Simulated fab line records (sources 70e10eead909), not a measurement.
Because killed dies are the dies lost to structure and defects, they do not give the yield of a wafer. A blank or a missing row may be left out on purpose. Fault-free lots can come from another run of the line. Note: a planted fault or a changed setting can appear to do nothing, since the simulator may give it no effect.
fab line records	flow nand-harc
record: lots: 24	wafers: 72	last-day: 26
route steps=1159 shown P_STI@88 P_GATE@213 P_CONTACT@252 P_M0@267
lots that met no fault: taken from a fault-free run of the same line
start-h: hours from the record's first day to the start of the lot's first wafer shown	wait-h: how many hours have passed since the lot's step before this one	" as in the row above	L1.1+2: several wafers, shown together as one row	- value missing, or start not given	* or withheld: withheld	< > ~ a bound
route shown NAME@n: a module of which the file shows steps, and the number in the route of the first	usual: mean/standard deviation of fault-free wafers	same: alike in all rows	chamber/n: place in a boat	sites: the reading at each site	_std_site: how widely they spread, as a standard deviation	_edge_site: mean of outer sites minus mean of inner sites	radius-mm: how far each site lies from the wafer's centre	mask NAME#n: copy n	behind: the most recent tool/chamber to have shaped the wafer	hold: why the lot was held/for how many hours/how that ended	device: which transistor (n, p or np) failed to switch	end of line: the same wafers' tests at the end of the route	a step given without rows: its recipe and nothing more	killed: count of dies lost to structure and defects at first sort (not the wafer's yield)	map: a wafer's dies, x killed, . not, _ none there
set.NAME: the setting as run; set.NAME@STEP: as run at that earlier step	model.NAME: the simulator's own value behind a step, which no gauge read
one table for each step of the route and one row for each wafer, over a sample of lots
services: from which hour (start-h, from the record's first day; less than 0 if before it) a tool's chamber was out of use, for how many hours, and why
== steps ==
step: NHARC_P_STI_ETCH_42
recipe: target-depth-a: 800	overetch-a: 240	time-s: 61	ion-energy-ev: 200	n2-flow-sccm: 150	h2-flow-sccm: 150	ar-flow-sccm: 0	rf-w: 400	bias-w: 150	chemistry: N2/H2
usual: drypump-motor-current-A: 5.7/0.4	oes-product-au: 1.003/0.0086	rf-vpp-V: 430.0/1.9	showerhead-plenum-p-Torr: 2.02/0.06	throttle-valve-pct: 14.171/0.0084
lot.wafer	tool	chamber	start-h	wait-h	drypump-motor-current-A	oes-product-au	rf-hours-counter-h	rf-vpp-V	showerhead-plenum-p-Torr	throttle-valve-pct
L074.4	rie-diel-06	0	35.28	0.1	5.5	1.003	10	430.8	2.02	14.174
L074.3	"	1	"	"	6.1	0.993	10	427.9	1.99	14.186
L074.5	"	2	"	"	5.9	0.994	-	429.5	2.00	14.185
L075.1	rie-diel-06	0	42.36	0.1	5.4	0.998	11	431.0	2.02	14.167
L075.3	"	2	"	"	5.9	0.996	10	428.7	2.00	14.166
L075.6	"	0	"	"	5.4	1.001	-	430.0	2.02	14.172
L076.1	rie-diel-06	1	49.59	0.1	6.2	0.993	11	428.6	1.99	14.173
L076.2	"	3	"	"	5.5	1.004	10	426.9	1.92	14.178
L076.5	"	1	"	"	6.1	0.989	-	430.4	1.99	14.167
L078.2	rie-diel-06	2	57.00	0.1	5.9	0.998	11	429.3	2.00	14.169
L078.6	"	0	"	"	5.5	1.003	-	432.0	2.02	14.171
L078.5	"	1	"	"	6.1	1.006	-	429.2	1.99	14.193
L077.3	rie-diel-09	0	57.03	0.1	6.0	1.013	5	431.3	2.08	14.174
L077.1	"	2	"	"	5.8	0.997	5	433.2	2.13	14.175
L077.5	"	0	"	"	6.0	1.020	-	431.5	2.08	14.171
L079.1	rie-diel-07	3	65.23	0.1	5.9	1.011	0	430.3	2.01	14.166
L079.2	"	2	"	"	6.0	1.008	0	430.6	2.07	14.171
L079.6	"	0	"	"	6.2	1.002	-	429.8	2.03	14.159
L080.1	rie-diel-06	0	74.28	0.1	5.4	0.984	0	429.5	2.02	14.176
L080.5	"	2	"	"	6.0	0.998	-	430.5	2.00	14.184
L080.4	"	0	"	"	5.5	0.994	-	430.9	2.02	14.180
L081.3	rie-diel-07	3	74.40	0.1	5.9	1.017	1	431.2	2.01	14.176
L081.2	"	1	"	"	5.1	1.006	0	428.9	2.00	14.176
L081.4	"	2	"	"	6.0	1.000	0	430.8	2.07	14.172
L082.2	rie-diel-06	2	85.92	0.1	6.0	1.006	1	429.4	2.00	14.178
L082.3	"	3	"	"	5.5	1.016	0	427.2	1.92	14.156
L082.6	"	0	"	"	5.5	0.993	-	431.0	2.02	14.155
L083.2	rie-diel-07	2	86.07	0.1	6.0	1.000	1	432.8	2.07	14.167
L083.4	"	3	"	"	6.0	1.022	1	429.2	2.01	14.173
L083.5	"	0	"	"	6.3	1.004	-	431.7	2.03	14.165
L085.4	rie-diel-07	2	97.84	0.1	6.0	0.995	1	431.6	2.07	14.172
L085.3	"	0	"	"	6.2	0.993	1	429.6	2.03	14.169
L085.5	"	3	"	"	5.9	1.018	-	429.4	2.01	14.177
L084.4	rie-diel-09	1	97.88	0.1	5.7	1.004	0	435.1	2.18	14.170
L084.2	"	2	"	"	5.8	1.012	0	432.9	2.13	14.173
L084.6	"	0	"	"	6.0	1.015	-	431.7	2.08	14.173
L087.2	rie-diel-07	2	113.81	0.1	6.0	1.002	1	431.0	2.07	14.157
L087.3	"	3	"	"	6.0	1.010	1	430.4	2.01	14.154
L087.5	"	1	"	"	5.1	1.005	-	428.7	2.00	14.172
L086.2	rie-diel-09	3	113.87	0.1	4.7	1.008	1	433.2	2.18	14.176
L086.1	"	2	"	"	5.8	1.001	1	433.9	2.13	14.182
L086.6	"	3	"	"	4.7	1.003	-	435.3	2.18	14.158
L089.2	rie-diel-06	3	125.68	0.1	5.5	0.989	2	425.7	1.92	14.172
L089.4	"	1	"	"	6.1	0.992	2	429.5	1.99	14.174
L089.3	"	2	"	"	5.9	0.993	2	429.9	2.00	14.179
L088.3	rie-diel-07	0	125.86	0.1	6.3	1.012	2	428.7	2.03	14.177
L088.1	"	2	"	"	6.0	1.002	2	431.2	2.07	14.179
L088.6	"	3	"	"	5.9	1.011	-	431.3	2.01	14.155
L092.2	rie-diel-06	3	141.58	0.1	5.5	1.000	2	426.1	1.92	14.165
L092.4	"	0	"	"	5.4	0.985	2	430.7	2.02	14.185
L092.5	"	1	"	"	6.2	0.997	-	429.3	1.99	14.163
L090.1	rie-diel-06	0	141.72	0.1	5.4	0.993	2	429.6	2.02	14.173
L090.2	"	1	"	"	6.2	1.005	2	430.0	1.99	14.182
L090.5	"	3	"	"	5.5	0.998	-	427.1	1.92	14.169
L091.2	rie-diel-07	0	141.75	0.1	6.3	1.006	2	427.7	2.03	14.178
L091.4	"	2	"	"	6.0	1.005	2	430.6	2.07	14.176
L091.3	"	3	"	"	6.0	1.015	2	429.7	2.01	14.168
L093.4	rie-diel-06	3	157.12	0.1	5.4	1.006	4	428.7	1.92	14.166
L093.3	"	0	"	"	5.4	0.991	4	429.4	2.02	14.182
L093.6	"	2	"	"	5.9	0.998	-	429.3	2.00	14.167
L094.2	rie-diel-07	2	157.29	0.1	6.0	1.003	2	431.7	2.07	14.146
L094.3	"	0	"	"	6.3	0.997	3	430.5	2.03	14.164
L094.1	"	1	"	"	5.1	1.011	2	429.6	2.00	14.161
L095.1	rie-diel-06	0	164.34	0.1	5.5	0.992	4	430.6	2.02	14.168
L095.4	"	1	"	"	6.1	1.019	4	429.8	1.99	14.166
L095.5	"	1	"	"	6.1	1.010	-	429.6	1.99	14.182
L096.1	rie-diel-07	0	164.50	0.1	6.3	0.999	3	429.9	2.03	14.191
L096.4	"	1	"	"	5.1	1.009	3	429.9	2.00	14.176
L096.2	"	3	"	"	5.9	1.005	3	429.3	2.01	14.163
L097.2	rie-diel-06	1	176.99	0.1	6.1	1.004	4	428.6	1.99	14.170
L097.3	"	2	"	"	6.0	0.993	4	428.2	2.00	14.173
L097.5	"	0	"	"	5.5	0.984	-	429.2	2.02	14.168
step: NHARC_P_STI_ETCH_31
recipe: target-depth-a: 1089	time-s: 54.5	cf4-flow-sccm: 100	chf3-flow-sccm: 30	ar-flow-sccm: 0	rf-w: 500	bias-w: 200	chemistry: CF4/CHF3
usual: drypump-motor-current-A: 5.7/0.41	oes-product-au: 0.957/0.02	rf-vpp-V: 370.1/1.6	showerhead-plenum-p-Torr: 1.56/0.044	throttle-valve-pct: 16.803/0.0094
lot.wafer	tool	chamber	start-h	wait-h	drypump-motor-current-A	oes-product-au	rf-hours-counter-h	rf-vpp-V	showerhead-plenum-p-Torr	throttle-valve-pct
L074.4	rie-diel-06	1	-	-	6.2	0.954	10	368.2	1.54	16.795
L074.3	"	3	"	"	5.4	0.984	9	368.1	1.49	16.796
L074.5	"	1	"	"	6.2	0.954	-	370.4	1.54	16.817
L075.1	rie-diel-06	3	-	-	5.4	0.967	10	368.5	1.49	16.793
L075.3	"	2	"	"	5.9	0.954	10	369.6	1.54	16.810
L075.6	"	0	"	"	5.4	0.963	-	369.8	1.56	16.819
L076.2	rie-diel-06	0	-	-	5.4	0.979	11	369.4	1.56	16.785
L076.1	"	3	"	"	5.5	0.972	10	366.8	1.49	16.805
L076.5	"	0	"	"	5.4	0.977	-	369.5	1.56	16.806
L078.2	rie-diel-06	0	-	-	5.4	0.965	12	370.3	1.56	16.811
L078.5	"	0	"	"	5.4	0.955	-	370.8	1.56	16.794
L078.6	"	1	"	"	6.1	0.979	-	368.0	1.54	16.805
L077.3	rie-diel-09	2	-	-	5.8	0.945	5	372.5	1.64	16.807
L077.1	"	1	"	"	5.7	0.951	5	374.3	1.67	16.808
L077.5	"	2	"	"	5.8	0.945	-	373.4	1.64	16.803
L079.2	rie-diel-07	2	-	-	6.0	0.961	0	371.9	1.59	16.819
L079.1	"	0	"	"	6.2	0.980	0	369.8	1.56	16.801
L079.6	"	3	"	"	5.9	0.990	-	370.3	1.56	16.802
L080.1	rie-diel-06	3	-	-	5.5	0.960	0	368.4	1.49	16.786
L080.4	"	3	"	"	5.5	0.959	-	368.7	1.49	16.794
L080.5	"	0	"	"	5.5	0.961	-	371.6	1.56	16.799
L081.2	rie-diel-07	2	-	-	6.0	0.965	1	371.0	1.59	16.808
L081.4	"	0	"	"	6.3	0.975	1	370.4	1.56	16.804
L081.3	"	1	"	"	5.1	0.980	0	370.4	1.54	16.812
L082.2	rie-diel-06	0	-	-	5.4	0.949	0	368.9	1.56	16.804
L082.3	"	1	"	"	6.1	0.971	0	371.0	1.54	16.812
L082.6	"	1	"	"	6.2	0.979	-	369.4	1.54	16.804
L083.4	rie-diel-07	1	-	-	5.1	0.952	1	368.5	1.54	16.804
L083.2	"	3	"	"	5.9	0.951	1	369.7	1.56	16.787
L083.5	"	1	"	"	5.1	0.963	-	369.5	1.54	16.798
L085.3	rie-diel-07	1	-	-	5.1	0.961	1	369.9	1.54	16.800
L085.4	"	3	"	"	5.9	0.980	1	370.1	1.56	16.806
L085.5	"	1	"	"	5.1	0.959	-	369.9	1.54	16.807
L084.4	rie-diel-09	0	-	-	6.0	0.974	0	371.6	1.60	16.807
L084.2	"	1	"	"	5.8	0.967	0	372.9	1.67	16.818
L084.6	"	3	"	"	4.7	0.983	-	374.1	1.67	16.809
L087.3	rie-diel-07	1	-	-	5.1	0.931	1	368.9	1.54	16.816
L087.2	"	3	"	"	5.9	0.946	1	369.4	1.56	16.794
L087.5	"	0	"	"	6.3	0.922	-	371.0	1.56	16.791
L086.2	rie-diel-09	3	-	-	4.7	0.927	1	372.9	1.67	16.807
L086.1	"	2	"	"	5.8	0.945	1	374.0	1.64	16.816
L086.6	"	0	"	"	6.0	0.927	-	371.9	1.60	16.809
L089.2	rie-diel-06	0	-	-	5.4	0.916	2	370.2	1.56	16.793
L089.3	"	1	"	"	6.1	0.917	2	369.8	1.54	16.799
L089.4	"	2	"	"	5.9	0.924	2	369.5	1.54	16.811
L088.3	rie-diel-07	2	-	-	6.0	0.980	2	370.6	1.59	16.816
L088.1	"	0	"	"	6.3	0.963	2	370.9	1.56	16.800
L088.6	"	1	"	"	5.1	0.962	-	369.8	1.54	16.806
L092.2	rie-diel-06	1	-	-	6.2	0.977	2	370.0	1.54	16.802
L092.4	"	0	"	"	5.4	0.963	2	369.9	1.56	16.797
L092.5	"	2	"	"	5.9	0.960	-	368.4	1.54	16.807
L090.2	rie-diel-06	2	-	-	6.0	0.947	2	370.3	1.54	16.812
L090.1	"	1	"	"	6.1	0.951	2	369.7	1.54	16.818
L090.5	"	2	"	"	5.9	0.947	-	369.8	1.54	16.799
L091.2	rie-diel-07	0	-	-	6.2	0.946	2	369.8	1.56	16.815
L091.4	"	2	"	"	6.0	0.957	2	371.9	1.59	16.795
L091.3	"	3	"	"	5.9	0.965	2	370.1	1.55	16.803
L093.4	rie-diel-06	2	-	-	6.0	0.989	4	369.3	1.54	16.799
L093.3	"	3	"	"	5.4	0.959	4	367.8	1.49	16.823
L093.6	"	3	"	"	5.5	0.959	-	367.2	1.49	16.794
L094.2	rie-diel-07	3	-	-	5.9	0.984	3	370.5	1.55	16.803
L094.1	"	0	"	"	6.3	0.960	3	369.7	1.56	16.809
L094.3	"	1	"	"	5.1	0.960	2	370.0	1.54	16.797
L095.4	rie-diel-06	3	-	-	5.4	0.971	4	367.1	1.49	16.806
L095.1	"	0	"	"	5.4	0.944	4	370.8	1.56	16.780
L095.5	"	3	"	"	5.4	0.973	-	368.3	1.49	16.803
L096.1	rie-diel-07	0	-	-	6.3	0.956	3	369.2	1.56	16.783
L096.4	"	2	"	"	6.0	0.962	3	370.9	1.59	16.822
L096.2	"	3	"	"	5.9	0.971	3	369.1	1.55	16.805
L097.2	rie-diel-06	0	-	-	5.5	0.912	4	369.6	1.56	16.795
L097.3	"	2	"	"	5.9	0.922	4	369.8	1.54	16.811
L097.5	"	1	"	"	6.1	0.924	-	370.7	1.54	16.801
step: NHARC_P_STI_OCD_MEAS_43
usual: trench-depth-nm: 297/3.8	trench-foot-cd-nm: 157.9/2.2
lot.wafer	tool	chamber	start-h	wait-h	trench-depth-nm	trench-foot-cd-nm
L074.3	ocd-01	-	36.23	-	298	152.4
L074.4	"	-	"	"	296	157.2
L074.5	"	-	"	"	291	158.0
L075.1	ocd-01	-	43.33	-	296	158.9
L075.3	"	-	"	"	299	160.4
L075.6	"	-	"	"	294	158.1
L076.1	ocd-01	-	50.53	-	295	158.0
L076.2	"	-	"	"	292	158.2
L076.5	"	-	"	"	296	158.1
L078.2	ocd-01	-	57.94	-	295	160.3
L078.5	"	-	"	"	295	158.7
L078.6	"	-	"	"	295	161.2
L077.1	ocd-02	-	57.97	-	293	163.3
L077.3	"	-	"	"	297	160.4
L077.5	"	-	"	"	297	157.3
L079.1	ocd-02	-	66.17	-	299	158.6
L079.2	"	-	"	"	298	160.8
L079.6	"	-	"	"	302	157.8
L080.1	ocd-02	-	75.25	-	301	153.9
L080.4	"	-	"	"	291	158.7
L080.5	"	-	"	"	291	161.2
L081.2	ocd-01	-	75.35	-	301	154.4
L081.3	"	-	"	"	295	159.4
L081.4	"	-	"	"	295	158.6
L082.2	ocd-01	-	86.86	-	306	155.5
L082.3	"	-	"	"	302	156.3
L082.6	"	-	"	"	297	154.3
L083.2	ocd-02	-	87.01	-	302	155.9
L083.4	"	-	"	"	293	158.6
L083.5	"	-	"	"	299	159.2
L085.3	ocd-02	-	98.79	-	295	156.4
L085.4	"	-	"	"	293	155.2
L085.5	"	-	"	"	294	158.5
L084.2	ocd-01	-	98.85	-	305	156.1
L084.4	"	-	"	"	300	157.0
L084.6	"	-	"	"	304	159.3
L087.2	ocd-02	-	114.76	-	293	156.7
L087.3	"	-	"	"	291	156.6
L087.5	"	-	"	"	298	154.6
L086.1	ocd-01	-	114.82	-	301	162.4
L086.2	"	-	"	"	295	157.8
L086.6	"	-	"	"	304	157.7
L089.2	ocd-01	-	126.63	-	304	154.7
L089.3	"	-	"	"	297	155.9
L089.4	"	-	"	"	296	155.6
L088.1	ocd-02	-	126.81	-	296	159.5
L088.3	"	-	"	"	298	157.1
L088.6	"	-	"	"	297	155.3
L092.2	ocd-01	-	142.55	-	297	158.6
L092.4	"	-	"	"	299	154.7
L092.5	"	-	"	"	298	157.5
L090.1	ocd-02	-	142.67	-	298	158.1
L090.2	"	-	"	"	297	155.7
L090.5	"	-	"	"	302	154.1
L091.2	ocd-01	-	142.71	-	302	156.6
L091.3	"	-	"	"	291	158.6
L091.4	"	-	"	"	295	157.7
L093.3	ocd-02	-	158.06	-	306	157.1
L093.4	"	-	"	"	298	160.9
L093.6	"	-	"	"	296	156.3
L094.1	ocd-01	-	158.25	-	299	155.8
L094.2	"	-	"	"	299	157.2
L094.3	"	-	"	"	293	158.3
L095.1	ocd-02	-	165.30	-	303	156.6
L095.4	"	-	"	"	295	158.3
L095.5	"	-	"	"	305	156.0
L096.1	ocd-01	-	165.45	-	298	157.4
L096.2	"	-	"	"	296	160.4
L096.4	"	-	"	"	296	158.3
L097.2	ocd-01	-	177.94	-	298	158.3
L097.3	"	-	"	"	301	160.4
L097.5	"	-	"	"	295	162.7
step: NHARC_P_GATE_RTA_80
recipe: temp-c: 300	time-s: 30
usual: lamp-power-pct: 1.98/0.05	wafer_temp_C_max: 301.5/0.35
lot.wafer	tool	chamber	start-h	wait-h	lamp-power-pct	wafer_temp_C_max
L074.3	rtp-anneal-01	0	105.38	-	2.03	301.4
L074.4	"	0	"	"	2.03	301.3
L074.5	"	0	"	"	2.03	301.3
L075.1	rtp-anneal-01	0	115.97	-	2.02	301.7
L075.3	"	0	"	"	2.02	301.7
L075.6	"	0	"	"	2.02	302.9
L076.1	rtp-anneal-02	0	127.72	-	1.92	301.1
L076.2	"	0	"	"	1.92	301.5
L076.5	"	0	"	"	1.92	302.0
L079.1	rtp-anneal-01	0	137.46	-	2.02	301.8
L079.2	"	0	"	"	2.02	300.9
L079.6	"	0	"	"	2.03	301.6
L077.1	rtp-anneal-02	0	139.61	-	1.93	301.2
L077.3	"	0	"	"	1.93	301.6
L077.5	"	0	"	"	1.93	301.2
L078.2	rtp-anneal-02	0	139.81	-	1.92	302.2
L078.5	"	0	"	"	1.93	301.4
L078.6	"	0	"	"	1.93	301.7
L081.2	rtp-anneal-02	0	155.25	-	1.93	301.4
L081.3	"	0	"	"	1.92	301.6
L081.4	"	0	"	"	1.92	301.3
L080.1	rtp-anneal-01	0	157.31	-	2.02	301.0
L080.4	"	0	"	"	2.02	300.9
L080.5	"	0	"	"	2.02	300.8
L083.2	rtp-anneal-02	0	166.78	-	1.93	301.4
L083.4	"	0	"	"	1.93	301.2
L083.5	"	0	"	"	1.93	301.1
L082.2	rtp-anneal-02	0	167.57	-	1.92	301.8
L082.3	"	0	"	"	1.92	301.8
L082.6	"	0	"	"	1.92	301.2
L086.1	rtp-anneal-02	0	200.57	-	1.92	302.1
L086.2	"	0	"	"	1.92	301.6
L086.6	"	0	"	"	1.92	301.9
L084.2	rtp-anneal-02	0	201.02	-	1.92	301.5
L084.4	"	0	"	"	1.92	301.4
L084.6	"	0	"	"	1.92	301.6
L085.3	rtp-anneal-01	0	203.29	-	2.02	301.1
L085.4	"	0	"	"	2.02	301.7
L085.5	"	0	"	"	2.02	301.3
L087.2	rtp-anneal-01	0	206.40	-	2.03	302.0
L087.3	"	0	"	"	2.02	301.7
L087.5	"	0	"	"	2.03	301.9
L088.1	rtp-anneal-02	0	213.89	-	1.92	301.6
L088.3	"	0	"	"	1.92	301.9
L088.6	"	0	"	"	1.92	301.6
L091.2	rtp-anneal-02	0	214.29	-	1.93	301.8
L091.3	"	0	"	"	1.93	301.8
L091.4	"	0	"	"	1.93	301.9
L089.2	rtp-anneal-01	0	220.23	-	2.02	301.1
L089.3	"	0	"	"	2.02	301.4
L089.4	"	0	"	"	2.02	301.4
L092.2	rtp-anneal-01	0	221.02	-	2.02	301.6
L092.4	"	0	"	"	2.02	301.0
L092.5	"	0	"	"	2.03	301.3
L090.1	rtp-anneal-01	0	222.73	-	2.02	301.2
L090.2	"	0	"	"	2.02	301.6
L090.5	"	0	"	"	2.02	301.7
L094.1	rtp-anneal-01	0	227.36	-	2.03	300.9
L094.2	"	0	"	"	2.02	301.9
L094.3	"	0	"	"	2.03	300.9
L093.3	rtp-anneal-02	0	227.84	-	1.93	301.7
L093.4	"	0	"	"	1.93	301.8
L093.6	"	0	"	"	1.93	301.7
L095.1	rtp-anneal-02	0	233.08	-	1.92	301.6
L095.4	"	0	"	"	1.92	301.6
L095.5	"	0	"	"	1.92	301.5
L096.1	rtp-anneal-01	0	234.07	-	2.03	301.1
L096.2	"	0	"	"	2.02	301.1
L096.4	"	0	"	"	2.02	301.3
L097.2	rtp-anneal-01	0	244.17	-	2.03	301.4
L097.3	"	0	"	"	2.03	301.5
L097.5	"	0	"	"	2.03	302.0
step: NHARC_P_CONTACT_INSPECT_27
usual: raw-defect-count: 276/110
lot.wafer	tool	chamber	start-h	wait-h	raw-defect-count
L074.3	defect-inspect-02	-	111.36	0.1	299
L074.4	"	-	"	"	239
L074.5	"	-	"	"	185
L075.1	defect-inspect-01	-	127.19	0.1	247
L075.3	"	-	"	"	429
L075.6	"	-	"	"	291
L076.1	defect-inspect-02	-	133.92	0.1	255
L076.2	"	-	"	"	485
L076.5	"	-	"	"	401
L079.1	defect-inspect-02	-	147.24	0.1	175
L079.2	"	-	"	"	301
L079.6	"	-	"	"	397
L077.1	defect-inspect-02	-	148.54	0.1	325
L077.3	"	-	"	"	512
L077.5	"	-	"	"	356
L078.2	defect-inspect-01	-	149.06	0.1	188
L078.5	"	-	"	"	227
L078.6	"	-	"	"	133
L081.2	defect-inspect-01	-	161.77	0.1	289
L081.3	"	-	"	"	190
L081.4	"	-	"	"	316
L080.1	defect-inspect-01	-	162.87	0.1	169
L080.4	"	-	"	"	375
L080.5	"	-	"	"	311
L083.2	defect-inspect-01	-	172.83	0.1	239
L083.4	"	-	"	"	180
L083.5	"	-	"	"	305
L082.2	defect-inspect-02	-	173.22	0.1	196
L082.3	"	-	"	"	172
L082.6	"	-	"	"	270
L086.1	defect-inspect-02	-	219.24	0.1	213
L086.2	"	-	"	"	223
L086.6	"	-	"	"	257
L084.2	defect-inspect-01	-	219.80	0.1	258
L084.4	"	-	"	"	283
L084.6	"	-	"	"	308
L085.3	defect-inspect-01	-	223.25	0.1	153
L085.4	"	-	"	"	170
L085.5	"	-	"	"	146
L087.2	defect-inspect-02	-	223.59	0.1	389
L087.3	"	-	"	"	287
L087.5	"	-	"	"	324
L088.1	defect-inspect-01	-	224.20	0.1	487
L088.3	"	-	"	"	372
L088.6	"	-	"	"	308
L091.2	defect-inspect-02	-	224.74	0.1	352
L091.3	"	-	"	"	555
L091.4	"	-	"	"	584
L089.2	defect-inspect-01	-	231.65	0.1	224
L089.3	"	-	"	"	368
L089.4	"	-	"	"	235
L092.2	defect-inspect-01	-	232.19	0.1	105
L092.4	"	-	"	"	201
L092.5	"	-	"	"	284
L090.1	defect-inspect-02	-	233.24	0.1	152
L090.2	"	-	"	"	121
L090.5	"	-	"	"	134
L094.1	defect-inspect-02	-	236.61	0.1	253
L094.2	"	-	"	"	363
L094.3	"	-	"	"	180
L093.3	defect-inspect-01	-	237.02	0.1	521
L093.4	"	-	"	"	360
L093.6	"	-	"	"	240
L095.1	defect-inspect-01	-	238.69	0.1	198
L095.4	"	-	"	"	195
L095.5	"	-	"	"	325
L096.1	defect-inspect-01	-	239.83	0.1	320
L096.2	"	-	"	"	208
L096.4	"	-	"	"	241
L097.2	defect-inspect-01	-	254.08	0.1	252
L097.3	"	-	"	"	261
L097.5	"	-	"	"	221
step: NHARC_P_M0_ETCH_34
recipe: target-depth-a: 400	overetch-a: 120	time-s: 43.94	ion-energy-ev: 200	n2-flow-sccm: 150	h2-flow-sccm: 150	ar-flow-sccm: 0	rf-w: 400	bias-w: 150	chemistry: N2/H2
usual: drypump-motor-current-A: 5.6/0.43	oes-product-au: 0.995/0.01	rf-vpp-V: 430.1/2.4	showerhead-plenum-p-Torr: 2.02/0.078	throttle-valve-pct: 14.172/0.0088
lot.wafer	tool	chamber	start-h	wait-h	drypump-motor-current-A	oes-product-au	rf-hours-counter-h	rf-vpp-V	showerhead-plenum-p-Torr	throttle-valve-pct
L074.4	rie-diel-05	2	112.42	0.1	5.7	0.983	9	426.9	1.90	14.175
L074.3	"	1	"	"	4.9	0.972	10	432.4	2.10	14.162
L074.5	"	3	"	"	6.0	0.979	-	433.1	2.12	14.164
L075.3	rie-diel-01	3	128.51	0.1	5.6	1.000	11	427.3	1.93	14.152
L075.1	"	1	"	"	5.6	1.010	11	430.9	2.07	14.170
L075.6	"	2	"	"	5.1	1.007	-	431.7	2.08	14.169
L076.2	rie-diel-05	0	134.98	0.1	5.7	1.004	12	425.8	1.90	14.177
L076.1	"	3	"	"	6.0	0.980	11	432.3	2.11	14.160
L076.5	"	1	"	"	4.8	0.994	-	433.6	2.10	14.177
L079.2	rie-diel-05	3	148.34	0.1	6.0	0.988	12	433.1	2.11	14.178
L079.1	"	1	"	"	4.8	0.988	12	431.5	2.10	14.165
L079.6	"	3	"	"	6.0	1.000	-	431.5	2.11	14.178
L077.1	rie-diel-01	3	149.77	0.1	5.6	0.988	0	427.1	1.93	14.171
L077.3	"	2	"	"	5.1	0.998	-	431.6	2.08	14.164
L077.5	"	3	"	"	5.6	0.996	-	427.8	1.93	14.178
L078.2	rie-diel-05	3	150.26	0.1	6.0	0.998	12	432.9	2.11	14.174
L078.6	"	3	"	"	6.0	1.000	-	432.5	2.11	14.173
L078.5	"	0	"	"	5.6	1.001	-	427.4	1.90	14.171
L081.3	rie-diel-10	3	162.87	0.1	5.1	1.013	11	431.4	2.04	14.166
L081.2	"	2	"	"	6.1	0.988	8	432.7	2.07	14.165
L081.4	"	2	"	"	6.1	0.986	-	430.9	2.07	14.162
L080.1	rie-diel-01	2	164.04	0.1	5.1	0.987	2	431.3	2.08	14.173
L080.4	"	3	"	"	5.6	0.988	2	428.4	1.93	14.168
L080.5	"	3	"	"	5.6	0.990	-	425.5	1.93	14.168
L083.2	rie-diel-01	2	174.04	0.1	5.1	0.995	4	433.4	2.08	14.164
L083.4	"	3	"	"	5.6	0.995	3	427.8	1.93	14.160
L083.5	"	1	"	"	5.6	0.979	-	433.6	2.07	14.165
L082.2	rie-diel-05	2	174.41	0.1	5.7	0.993	0	427.2	1.90	14.178
L082.3	"	3	"	"	6.0	0.996	0	432.4	2.11	14.172
L082.6	"	0	"	"	5.6	1.012	-	426.6	1.90	14.176
L086.2	rie-diel-10	3	220.41	0.1	5.1	0.992	3	430.1	2.03	14.184
L086.1	"	1	"	"	5.3	0.982	4	429.6	1.99	14.174
L086.6	"	3	"	"	5.1	1.001	-	431.2	2.03	14.166
L084.2	rie-diel-05	3	220.85	0.1	6.0	0.994	3	434.4	2.11	14.169
L084.4	"	0	"	"	5.6	1.014	3	426.8	1.90	14.164
L084.6	"	3	"	"	6.0	0.987	-	432.3	2.11	14.174
L085.4	rie-diel-01	2	224.30	0.1	5.1	1.008	6	432.8	2.08	14.164
L085.3	"	3	"	"	5.5	0.992	7	427.5	1.92	14.177
L085.5	"	1	"	"	5.6	0.999	-	432.3	2.07	14.175
L087.3	rie-diel-10	0	224.64	0.1	5.9	0.978	4	428.5	1.99	14.164
L087.2	"	1	"	"	5.3	0.984	4	428.9	1.99	14.174
L087.5	"	2	"	"	6.1	0.984	-	431.2	2.07	14.191
L088.3	rie-diel-05	2	225.41	0.1	5.7	0.983	3	425.3	1.90	14.171
L088.1	"	0	"	"	5.7	1.007	3	426.3	1.90	14.186
L088.6	"	2	"	"	5.7	0.990	-	427.2	1.90	14.183
L091.3	rie-diel-01	1	225.92	0.1	5.6	0.996	6	430.0	2.07	14.165
L091.4	"	2	"	"	5.1	1.005	6	430.6	2.08	14.156
L091.2	"	3	"	"	5.5	0.995	7	427.7	1.92	14.176
L089.3	rie-diel-05	0	232.77	0.1	5.7	1.012	4	426.3	1.90	14.164
L089.2	"	1	"	"	4.8	0.994	3	432.8	2.10	14.162
L089.4	"	3	"	"	6.0	0.993	3	432.6	2.11	14.169
L092.4	rie-diel-05	1	233.45	0.1	4.9	0.997	4	434.4	2.10	14.181
L092.2	"	2	"	"	5.7	0.995	3	426.0	1.90	14.175
L092.5	"	1	"	"	4.9	0.996	-	432.8	2.10	14.181
L090.1	rie-diel-01	2	234.48	0.1	5.1	0.997	7	431.0	2.08	14.190
L090.2	"	3	"	"	5.5	0.984	7	427.6	1.92	14.183
L090.5	"	1	"	"	5.6	1.000	-	432.1	2.07	14.175
L094.2	rie-diel-10	2	237.81	0.1	6.1	0.981	4	431.8	2.07	14.165
L094.1	"	0	"	"	5.9	0.988	5	429.3	1.99	14.173
L094.3	"	1	"	"	5.3	0.985	4	429.1	1.99	14.166
L093.3	rie-diel-10	2	238.19	0.1	6.1	0.987	4	431.3	2.07	14.166
L093.4	"	3	"	"	5.1	1.004	4	430.8	2.03	14.171
L093.6	"	1	"	"	5.3	0.998	-	429.5	1.99	14.165
L095.4	rie-diel-10	3	239.87	0.1	5.1	0.990	4	430.9	2.03	14.192
L095.1	"	0	"	"	6.0	0.994	5	429.2	1.99	14.182
L095.5	"	2	"	"	6.1	0.980	-	432.5	2.07	14.156
L096.2	rie-diel-01	1	241.01	0.1	5.6	1.000	7	432.1	2.07	14.163
L096.1	"	2	"	"	5.1	1.016	8	432.6	2.08	14.172
L096.4	"	3	"	"	5.5	0.986	8	427.6	1.92	14.177
L097.2	rie-diel-01	1	255.16	0.1	5.6	0.992	8	431.5	2.07	14.175
L097.3	"	3	"	"	5.5	0.982	10	427.3	1.92	14.179
L097.5	"	1	"	"	5.6	0.995	-	431.3	2.07	14.177
== services ==
tool	chamber	start-h	hours	kind
rie-diel-05	2	15.91	2.3	repair
rie-diel-06	1	42.25	4.2	repair
rie-diel-07	-	51.20	9.0	pm
rie-diel-10	0	59.49	4.1	repair
rie-diel-06	-	64.33	9.0	pm
rie-diel-09	0	65.49	8.2	repair
rie-diel-09	-	77.10	9.0	pm
rie-diel-10	1	77.86	47.9	repair
rie-diel-10	2	92.71	9.9	repair
rie-diel-07	2	92.97	4.2	repair
rie-diel-10	0	98.37	2.9	repair
rie-diel-01	0	135.73	8.0	repair
rie-diel-01	-	137.80	9.0	pm
rie-diel-01	0	148.48	10.4	repair
rie-diel-01	1	149.29	4.6	repair
rie-diel-10	1	159.11	26.6	repair
rie-diel-05	-	163.63	9.0	pm
rie-diel-07	3	170.83	11.6	repair
rie-diel-10	-	176.50	9.0	pm
rie-diel-01	2	177.92	9.8	repair
rie-diel-10	3	203.34	5.7	repair
rie-diel-07	-	228.20	9.0	pm
rie-diel-06	-	241.33	9.0	pm
rie-diel-09	1	248.59	6.0	repair
== key ==
fault none
